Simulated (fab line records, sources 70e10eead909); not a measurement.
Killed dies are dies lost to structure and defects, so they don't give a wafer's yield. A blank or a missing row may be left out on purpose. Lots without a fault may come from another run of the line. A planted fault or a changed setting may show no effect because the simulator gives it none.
Chamber matching | flow nand_harc | NHARC_A_STAIRCASE_ETCHBACK_157 on rie_diel-01: 4 sister chambers
The step etches the open film in CH3F/O2, target depth 90 nm, time 167.14 s. 14 wafers are shown with their chamber, then 7 later ones without.

WAFERS WITH THEIR CHAMBER
wafer  | chamber | showerhead_plenum_p_Torr (Torr) | drypump_motor_current_A (A) | rf_vpp_V (V)
L075.3 | 3       | 2.57                            | 6.2                         | 247.4
L075.4 | 1       | 2.49                            | 5.7                         | 244.5
L075.5 | 3       | 2.57                            | 6.3                         | 245.7
L074.2 | 1       | 2.49                            | 5.7                         | 244.6
L074.3 | 3       | 2.57                            | 6.3                         | 246.7
L074.6 | 2       | 2.45                            | 6.7                         | 246.6
L076.2 | 0       | 2.29                            | 6.3                         | 243.1
L076.5 | 0       | 2.29                            | 6.4                         | 242.5
L076.6 | 1       | 2.49                            | 5.7                         | 244.7
L079.2 | 3       | 2.57                            | 6.2                         | 245.7
L079.3 | 0       | 2.28                            | 6.4                         | 241.6
L079.6 | 3       | 2.57                            | 6.2                         | 243.8
L082.2 | 2       | 2.45                            | 6.6                         | 245.2
L082.4 | 3       | 2.56                            | 6.3                         | 245.8

SIGNATURES (means of the wafers above)
reading                  | chamber 0 | chamber 1 | chamber 2 | chamber 3 | scatter within a chamber
showerhead_plenum_p_Torr | 2.2867    | 2.4900    | 2.4500    | 2.5683    | 0.00387
drypump_motor_current_A  | 6.367     | 5.700     | 6.650     | 6.250     | 0.0516
rf_vpp_V                 | 242.400   | 244.600   | 245.900   | 245.850   | 0.975
Rule: a wafer's distance from a chamber is the root of the sum, over the readings, of the square of ((its reading less the chamber's mean) divided by the reading's scatter). The wafer belongs to the nearest chamber; if the next one is less than 2 further off, it can't be placed. The scatter: the root of (the sum of the squares of (reading less its chamber's mean) over the shown wafers, divided by (wafers less chambers)).

WAFERS WITHOUT THEIR CHAMBER
wafer  | showerhead_plenum_p_Torr (Torr) | drypump_motor_current_A (A) | rf_vpp_V (V)
L082.6 | 2.28                            | 6.3                         | 241.8
L088.2 | 2.47                            | 5.7                         | 244.9
L088.4 | 2.44                            | 6.6                         | 243.2
L088.5 | 2.27                            | 6.4                         | 241.1
L091.1 | 2.55                            | 6.3                         | 246.8
L091.5 | 2.47                            | 5.7                         | 244.5
L091.6 | 2.27                            | 6.4                         | 242.6

WHICH CHAMBER EACH WENT THROUGH
wafer  | from the rows above | in truth
L082.6 | 0                   | 0
L088.2 | 1                   | 1
L088.4 | 2                   | 2
L088.5 | 0                   | 0
L091.1 | 3                   | 3
L091.5 | 1                   | 1
L091.6 | 0                   | 0
Placed correctly: 7 of 7. Can't be placed from these rows: 0. Placed wrongly: 0.
